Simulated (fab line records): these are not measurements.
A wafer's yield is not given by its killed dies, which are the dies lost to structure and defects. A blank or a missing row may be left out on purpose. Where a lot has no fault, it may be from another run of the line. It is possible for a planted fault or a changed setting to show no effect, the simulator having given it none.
One fault through the eyes of 2 desks + flow nand-harc + each desk has only its own numbers; what lay behind them comes last

FOR THE TOOL OWNER'S DESK: pvd-sputter-01
The tool's own readings at NHARC_P_M1_PVD_20 (deposits TaN, target thk 5 nm, time 8.06 s): means of the sampled wafers that have a number, for each lot that ran on this tool. Any lot whose mean is over 4 standard deviations away from the usual mean is out of limits and marked OUT; that distance is given in the brackets.
Columns: A = throttle-valve-pct at NHARC_P_M1_PVD_20, usual 29.9 %
| lot  | first seen here | A    |
|------|-----------------|------|
| L495 | day 6 14:29     | 29.6 |
| L496 | day 7 06:03     | 29.4 |
| L500 | day 8 19:32     | 29.2 |
| L506 | day 11 01:40    | 29.9 |
| L514 | day 14 13:56    | 30.1 |
| L515 | day 14 22:10    | 29.9 |
This desk's verdict: no lot among the 6 shows anything out of limits.

THE DEFECT DESK
Lot by lot, what the route's inspections counted, given as the mean of those sampled wafers with a number. Any lot whose mean is over 4 standard deviations away from the usual mean is out of limits and marked OUT; that distance is given in the brackets.
Columns: A = raw-defect-count at NHARC_P_M1_INSPECT_27, usual 314
| lot  | first seen here | A   |
|------|-----------------|-----|
| L495 | day 6 15:55     | 207 |
| L496 | day 7 07:34     | 256 |
| L499 | day 8 09:17     | 437 |
| L500 | day 8 20:59     | 239 |
| L501 | day 9 13:06     | 216 |
| L502 | day 9 13:23     | 279 |
| L503 | day 10 01:47    | 202 |
| L504 | day 10 07:58    | 203 |
| L506 | day 11 03:06    | 232 |
| L507 | day 11 21:14    | 358 |
| L514 | day 14 15:28    | 279 |
| L515 | day 14 23:34    | 394 |
| L516 | day 15 13:16    | 263 |
This desk's verdict: no lot among the 13 shows anything out of limits.

ALL TOGETHER
Nothing out of limits was seen by the tool owner's desk.
Nothing the defect desk looked at was out of limits.

WHAT THE SIMULATOR HAD INSERTED
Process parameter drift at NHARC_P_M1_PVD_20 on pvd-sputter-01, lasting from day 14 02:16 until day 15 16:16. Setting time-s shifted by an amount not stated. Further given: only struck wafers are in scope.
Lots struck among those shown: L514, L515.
